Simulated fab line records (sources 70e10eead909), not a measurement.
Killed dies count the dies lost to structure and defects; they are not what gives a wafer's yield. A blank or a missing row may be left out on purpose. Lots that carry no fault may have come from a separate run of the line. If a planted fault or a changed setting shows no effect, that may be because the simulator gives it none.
Comparing a struck lot with a sound one | flow nandHarc | 39 out of 1302 route steps
Sound: these wafers, L515.1, L515.2, L515.3. Struck: wafers L508.1, L508.3, L508.4. The cause is named last.
Per side, at each step with rows, come the tool, then ch with its chambers, and then its first start. Under that, the readings that differ: sound wafers | struck wafers | difference of the means | sigmas: that difference in standard deviations of wafers without a fault.
alike: readings with means less than 2 such deviations apart, plus words and numbers identical on both sides. not compared: withheld readings, readings lacking a value on some wafer, bounds such as >300 that could conceal the same value, and numbers that have no deviation in the record and whose values overlap.
A row with sigmas, a row that says differs or no value, or rows on one side alone: a step with any of these is where the two part. Non-overlapping numbers with no deviation appear without sigmas and do not part them. A reading that every wafer of one side lacks parts them only if that side has two wafers or more.

first, 1 step without rows for these wafers: NHARC_A_CHANNEL_FILL_D1_ALD_02 (deposits SiO2, target thk 6 nm, pulse time 10 s, ald cycles 60).
NHARC_A_CHANNEL_FILL_D1_ALD_03: deposits SiNx, target thk 6 nm, pulse time 60 s, ald cycles 58.
  sound on aldSinBatch-03 ch 0; struck on aldSinBatch-02 ch 0
  alike: chamberPressureTorr, precursorPulseHeightRel
then, 1 step without rows for these wafers: NHARC_A_CHANNEL_FILL_D1_ALD_14 (deposits SiO2, target thk 2.5 nm, pulse time 10 s, ald cycles 25).
NHARC_A_CHANNEL_FILL_D1_ALD_15: deposits SiNx, target thk 2 nm, pulse time 60 s, ald cycles 19.
  sound on aldSinBatch-01 ch 0; struck on aldSinBatch-03 ch 0
  alike: chamberPressureTorr, precursorPulseHeightRel
then, 3 steps without rows for these wafers: NHARC_A_CHANNEL_FILL_D1_ALD_16 (deposits SiO2, target thk 1.5 nm, pulse time 10 s, ald cycles 15); NHARC_A_CHANNEL_FILL_D1_ANNEAL_17 (time 1800 s); NHARC_A_CHANNEL_FILL_D1_CVD_18 (deposits poly-Si, target thk 3 nm).
NHARC_A_CHANNEL_FILL_D1_ETCHBACK_19: etches the open film in HBr/Cl2, target depth 5 nm, time 1.7 s.
  sound on rieSi-01 ch 1,2,3, day 17 09:14; struck on rieSi-01 ch 0,2,3, day 14 11:02
reading             | sound          | struck         | difference | sigmas
rfHoursCounterH (h) | 0.18 0.09 0.18 | 0.81 0.43 0.82 | +0.54      | 
  alike: biasW, chamberPressureMTorr, drypumpMotorCurrentA, heBacksideLeakSccm, oesProductAu, throttleValvePct
then, 1 step without rows for these wafers: NHARC_A_CHANNEL_FILL_D1_ETCHBACK_20 (etches the open film in C4F8/O2/Ar, target depth 27 nm, time 13.5 s).
NHARC_A_CHANNEL_FILL_D1_STRIP_28: strips in O2, time 20 s.
  sound on rieDiel-02 ch 0,2,3, day 17 09:29; struck on rieDiel-03 ch 0,1,3, day 14 11:14
reading             | sound       | struck      | difference | sigmas
rfHoursCounterH (h) | 9.4 8.2 9.3 | 2.1 1.8 2.1 | -7.0       | 
  alike: chamberPressureMTorr, drypumpMotorCurrentA, mfcArSccm, oesProductAu, rfVppV, showerheadPlenumPTorr, throttleValvePct
then, 2 steps without rows for these wafers: NHARC_A_CHANNEL_FILL_D1_PRECLEAN_21 (cleans in dHF, time 30 s); NHARC_A_CHANNEL_FILL_D1_SRD_23.
NHARC_A_CHANNEL_FILL_D1_CVD_05: deposits poly-Si, target thk 5 nm.
  sound on lpcvdPoly-01 ch 0, day 17 12:54; struck on lpcvdPoly-03 ch 0, day 14 13:49
  alike: spikeTcBottomC, tubeCenterTempC
then, 3 steps without rows for these wafers: NHARC_A_CHANNEL_FILL_D1_ANNEAL_22 (time 7200 s); NHARC_A_CHANNEL_FILL_D1_ALD_25 (deposits SiOx, target thk 60 nm, pulse time 10 s, ald cycles 600); NHARC_A_CHANNEL_FILL_D1_ETCHBACK_08 (etches the open film in C4F8, target depth 220 nm, time 110 s).
NHARC_A_CHANNEL_FILL_D1_STRIP_29: strips in O2, time 20 s.
  sound on rieDiel-13 ch 0,1,3; struck on rieDiel-02 ch 0,2,3
reading             | sound       | struck      | difference | sigmas
rfHoursCounterH (h) | 2.1 2.1 2.2 | 6.4 6.1 5.9 | +4.0       | 
  alike: chamberPressureMTorr, drypumpMotorCurrentA, mfcArSccm, oesProductAu, rfVppV, showerheadPlenumPTorr, throttleValvePct
then, 15 steps without rows for these wafers: NHARC_A_CHANNEL_FILL_D1_PRECLEAN_30 (cleans in dHF, time 30 s); NHARC_A_CHANNEL_FILL_D1_SRD_31; NHARC_A_CHANNEL_FILL_D1_CVD_09 (deposits poly-Si, target thk 150 nm, time 3000 s); NHARC_A_CHANNEL_FILL_D1_CMP_10 (polishes, target thk 150 nm); NHARC_A_CHANNEL_FILL_D1_SRD_12; NHARC_A_DECK1_JOINT_ETCHBACK_07 (etches the open film in HBr, target depth 105 nm, time 26.9 s); NHARC_A_DECK1_JOINT_ETCH_25 (etches SiO2 in dHF, target depth 0.5 nm); NHARC_A_DECK1_JOINT_ETCH_19 (etches poly-Si in TMAH, target depth 3 nm); NHARC_A_DECK1_JOINT_ETCH_18 (etches SiO2 in dHF, target depth 3 nm); NHARC_A_DECK1_JOINT_WET_08 (chemistry H3PO4, time 86 s); NHARC_A_DECK1_JOINT_ETCH_09 (etches SiO2 in dHF, target depth 5 nm); NHARC_A_DECK1_JOINT_WET_10 (chemistry H3PO4, time 86 s); NHARC_A_DECK1_JOINT_ETCH_11 (etches SiO2 in dHF, target depth 35 nm); NHARC_A_DECK1_JOINT_CVD_12 (deposits poly-Si, target thk 90 nm, time 1800 s); NHARC_A_DECK1_JOINT_CMP_13 (polishes, target thk 51.023 nm).
NHARC_A_DECK1_JOINT_THK_MEAS_14: measures by ellipsometry.
  sound on filmMetro-01 at day 18 21:00; struck on filmMetro-02 at day 15 21:19
  alike: thkNm
then, 5 steps without rows for these wafers: NHARC_A_DECK1_JOINT_SRD_04; NHARC_A_DECK1_JOINT_ETCHBACK_00 (etches the open film in HBr, target depth 30 nm, time 17.4 s); NHARC_A_DECK1_JOINT_PRECLEAN_30 (cleans in SC1); NHARC_A_DECK1_JOINT_SRD_31; NHARC_A_DECK1_JOINT_CVD_34 (deposits SiNx, target thk 20 nm).
-- break in the record here, with 13 days between the starts of the struck wafers on either side (left off in module A_DECK1_JOINT, picked up again in module END, where the first step shown is number 1302 on the route) --
NHARC_END_SORT_01:
  sound on prober-01 ch 0, day 31 21:39; struck on prober-02 ch 0, day 28 10:53
reading       | sound    | struck      | difference | sigmas
killedAtArray | 63 62 58 | 133 127 118 | +65        | +3
killedDies    | 66 65 62 | 140 130 123 | +67        | +3
  alike: killedAtOther, killedAtPeriphery, killedOpen, killedShort

== WHERE THEY PART ==
NHARC_END_SORT_01 only, going by this record.

WHY: the cause the simulator had injected
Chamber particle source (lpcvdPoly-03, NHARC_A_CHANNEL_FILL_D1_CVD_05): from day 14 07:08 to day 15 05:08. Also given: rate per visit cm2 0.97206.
